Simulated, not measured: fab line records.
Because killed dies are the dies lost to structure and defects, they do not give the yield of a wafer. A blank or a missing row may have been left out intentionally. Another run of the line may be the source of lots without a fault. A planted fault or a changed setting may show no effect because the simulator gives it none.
Matching of chambers | flow nand harc | cmp-04 running NHARC_A_STAIRCASE_CMP_152: 3 sister chambers
The step polishes. 3 wafers are shown with their chamber, then 4 later ones without.

EACH WAFER AND ITS CHAMBER
wafer  | chamber | motor current A (A)
L093.3 | 3       | 10.5
L094.1 | 2       | 12.8
L094.4 | 1       | 11.9

WAFERS WITH NO CHAMBER GIVEN
wafer  | motor current A (A)
L095.3 | 13.2
L095.4 | 12.0
L096.1 | 11.9
L096.3 | 11.0

THE CHAMBER EACH PASSED THROUGH
wafer  | from the rows above     | in truth
L095.3 | 2                       | 2
L095.4 | 1                       | 1
L096.1 | 1                       | 1
L096.3 | can't be placed: 3 or 1 | 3
Correctly placed: 3 of 4. Cannot be placed on the basis of these rows: 1; the candidates contain the true chamber in 1. 0 placed wrongly.
How it was worked out, from the rows above alone: a wafer's distance from a chamber is the root of the sum, over the readings, of the square of ((its reading less the chamber's mean) divided by the reading's scatter). If the next closest chamber is less than 2 further off than the closest, the wafer can't be placed; otherwise it belongs to the closest. For every chamber, the mean is computed from those of its wafers that are shown. The scatter (one wafer shown for each chamber): square how far every hidden wafer sits from the nearest shown wafer, average those squares and take the square root.
